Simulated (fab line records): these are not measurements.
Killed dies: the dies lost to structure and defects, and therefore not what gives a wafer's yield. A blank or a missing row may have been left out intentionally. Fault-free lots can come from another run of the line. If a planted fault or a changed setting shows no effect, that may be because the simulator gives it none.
Split-lot experiment || flow n5_finfet || 7 lots, 21 wafers read, on a route of 1938 steps

## ON THE SPLIT
At N5_BEOL_M0_CUTY_COAT_50 (time 60 s, resist thk 15 nm), the setting spin_rpm was moved away from the recipe's 1500 rpm on 11 of the 21 wafers read, by -10.5% to +10.3%. All remaining wafers had this setting at the recipe value.

The reading comes from the split's own step.

## THE READING
SiARC_of_BEOL_M0_CUTY_COAT_50.thk_nm (the simulator's own value, which no gauge read), in nm, at N5_BEOL_M0_CUTY_COAT_50 (time 60 s, resist thk 15 nm). No usual value for it is given in the file. The 10 wafers here that ran the recipe average 15.0 nm, standard deviation 0.06 nm.

{"wafer": "L078.1", "tool, chamber at the split": "litho_track-02, 0", "spin_rpm as run, rpm": 1343, "against the recipe": "-10.5%", "SiARC_of_BEOL_M0_CUTY_COAT_50.thk_nm, nm": 15.8, "against lot-mates on the recipe": "no lot-mate on the recipe"}
{"wafer": "L078.4", "tool, chamber at the split": "litho_track-02, 0", "spin_rpm as run, rpm": 1343, "against the recipe": "-10.5%", "SiARC_of_BEOL_M0_CUTY_COAT_50.thk_nm, nm": 15.8, "against lot-mates on the recipe": "no lot-mate on the recipe"}
{"wafer": "L078.5", "tool, chamber at the split": "litho_track-02, 0", "spin_rpm as run, rpm": 1343, "against the recipe": "-10.5%", "SiARC_of_BEOL_M0_CUTY_COAT_50.thk_nm, nm": 15.8, "against lot-mates on the recipe": "no lot-mate on the recipe"}
{"wafer": "L081.2", "tool, chamber at the split": "litho_track-04, 0", "spin_rpm as run, rpm": 1500, "against the recipe": "recipe", "SiARC_of_BEOL_M0_CUTY_COAT_50.thk_nm, nm": 15, "against lot-mates on the recipe": "-"}
{"wafer": "L081.3", "tool, chamber at the split": "litho_track-04, 0", "spin_rpm as run, rpm": 1655, "against the recipe": "+10.3%", "SiARC_of_BEOL_M0_CUTY_COAT_50.thk_nm, nm": 14.4, "against lot-mates on the recipe": -0.6}
{"wafer": "L081.5", "tool, chamber at the split": "litho_track-04, 0", "spin_rpm as run, rpm": 1655, "against the recipe": "+10.3%", "SiARC_of_BEOL_M0_CUTY_COAT_50.thk_nm, nm": 14.4, "against lot-mates on the recipe": -0.6}
{"wafer": "L080.3", "tool, chamber at the split": "litho_track-04, 0", "spin_rpm as run, rpm": 1500, "against the recipe": "recipe", "SiARC_of_BEOL_M0_CUTY_COAT_50.thk_nm, nm": 15, "against lot-mates on the recipe": "-"}
{"wafer": "L080.4", "tool, chamber at the split": "litho_track-04, 0", "spin_rpm as run, rpm": 1500, "against the recipe": "recipe", "SiARC_of_BEOL_M0_CUTY_COAT_50.thk_nm, nm": 15, "against lot-mates on the recipe": "-"}
{"wafer": "L080.6", "tool, chamber at the split": "litho_track-04, 0", "spin_rpm as run, rpm": 1434, "against the recipe": "-4.4%", "SiARC_of_BEOL_M0_CUTY_COAT_50.thk_nm, nm": 15.4, "against lot-mates on the recipe": "+0.4"}
{"wafer": "L088.1", "tool, chamber at the split": "litho_track-04, 0", "spin_rpm as run, rpm": 1500, "against the recipe": "recipe", "SiARC_of_BEOL_M0_CUTY_COAT_50.thk_nm, nm": 15, "against lot-mates on the recipe": "-"}
{"wafer": "L088.5", "tool, chamber at the split": "litho_track-04, 0", "spin_rpm as run, rpm": 1500, "against the recipe": "recipe", "SiARC_of_BEOL_M0_CUTY_COAT_50.thk_nm, nm": 15, "against lot-mates on the recipe": "-"}
{"wafer": "L088.3", "tool, chamber at the split": "litho_track-04, 0", "spin_rpm as run, rpm": 1439, "against the recipe": "-4.1%", "SiARC_of_BEOL_M0_CUTY_COAT_50.thk_nm, nm": 15.4, "against lot-mates on the recipe": "+0.4"}
{"wafer": "L091.1", "tool, chamber at the split": "litho_track-04, 0", "spin_rpm as run, rpm": 1500, "against the recipe": "recipe", "SiARC_of_BEOL_M0_CUTY_COAT_50.thk_nm, nm": 15, "against lot-mates on the recipe": "-"}
{"wafer": "L091.2", "tool, chamber at the split": "litho_track-04, 0", "spin_rpm as run, rpm": 1500, "against the recipe": "recipe", "SiARC_of_BEOL_M0_CUTY_COAT_50.thk_nm, nm": 15, "against lot-mates on the recipe": "-"}
{"wafer": "L091.6", "tool, chamber at the split": "litho_track-04, 0", "spin_rpm as run, rpm": 1500, "against the recipe": "recipe", "SiARC_of_BEOL_M0_CUTY_COAT_50.thk_nm, nm": 15, "against lot-mates on the recipe": "-"}
{"wafer": "L093.1", "tool, chamber at the split": "litho_track-01, 0", "spin_rpm as run, rpm": 1436, "against the recipe": "-4.3%", "SiARC_of_BEOL_M0_CUTY_COAT_50.thk_nm, nm": 15.4, "against lot-mates on the recipe": "+0.4"}
{"wafer": "L093.4", "tool, chamber at the split": "litho_track-01, 0", "spin_rpm as run, rpm": 1436, "against the recipe": "-4.3%", "SiARC_of_BEOL_M0_CUTY_COAT_50.thk_nm, nm": 15.4, "against lot-mates on the recipe": "+0.4"}
{"wafer": "L093.2", "tool, chamber at the split": "litho_track-01, 0", "spin_rpm as run, rpm": 1500, "against the recipe": "recipe", "SiARC_of_BEOL_M0_CUTY_COAT_50.thk_nm, nm": 15, "against lot-mates on the recipe": "-"}
{"wafer": "L096.2", "tool, chamber at the split": "litho_track-04, 0", "spin_rpm as run, rpm": 1500, "against the recipe": "recipe", "SiARC_of_BEOL_M0_CUTY_COAT_50.thk_nm, nm": 15.2, "against lot-mates on the recipe": "-"}
{"wafer": "L096.5", "tool, chamber at the split": "litho_track-04, 0", "spin_rpm as run, rpm": 1546, "against the recipe": "+3.1%", "SiARC_of_BEOL_M0_CUTY_COAT_50.thk_nm, nm": 14.8, "against lot-mates on the recipe": -0.4}
{"wafer": "L096.6", "tool, chamber at the split": "litho_track-04, 0", "spin_rpm as run, rpm": 1546, "against the recipe": "+3.1%", "SiARC_of_BEOL_M0_CUTY_COAT_50.thk_nm, nm": 14.8, "against lot-mates on the recipe": -0.4}

THE FIT
A straight line over all 21 wafers: SiARC_of_BEOL_M0_CUTY_COAT_50.thk_nm changes by -0.0702 nm for each +1% of spin_rpm; r = -0.99; the points scatter about the line by 0.061 nm.
The same after taking each lot's own level away (the mean of its wafers on the recipe; 18 wafers): -0.0716 nm for each +1%; r = -0.96; scatter 0.092 nm.
The reading moves by 0.75 nm for the largest change in spin_rpm, on that fit.
The span of the lots' own levels, 15.00 to 15.20 nm, comes to 3.3 times the standard deviation stated above.
The two slopes agree, so the slope changes little with the lot-to-lot level.
Check: -0.797 nm against its lot-mates is what the line predicts for one of the wafers moved furthest among these (+10.3%) when that wafer is left out of the fit. It came out at -0.6 nm against them.

## OTHER SPLITS APPLIED TO THESE WAFERS
Before the reading, these wafers also passed through other splits. Each is held against what the fit with the lots' levels taken away leaves over:
{"other split on the same wafers": "N5_MOL_CONTACT_COAG_COAT_76 spin_rpm", "wafers away from the commonest value": 7, "r with SiARC_of_BEOL_M0_CUTY_COAT_50.thk_nm (lot level and that fit taken away)": "+0.20"}
{"other split on the same wafers": "N5_BEOL_M0_SAQP_ILD_DEP_01 time_s", "wafers away from the commonest value": 8, "r with SiARC_of_BEOL_M0_CUTY_COAT_50.thk_nm (lot level and that fit taken away)": "+0.20"}
{"other split on the same wafers": "N5_BEOL_M0_SAQP_PECVD_97 time_s", "wafers away from the commonest value": 6, "r with SiARC_of_BEOL_M0_CUTY_COAT_50.thk_nm (lot level and that fit taken away)": "+0.42"}

## THE FILE'S OWN FIT
SiARC_of_BEOL_M0_CUTY_COAT_50.thk_nm changes by -0.0735 nm for each +1% of spin_rpm, r = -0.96.
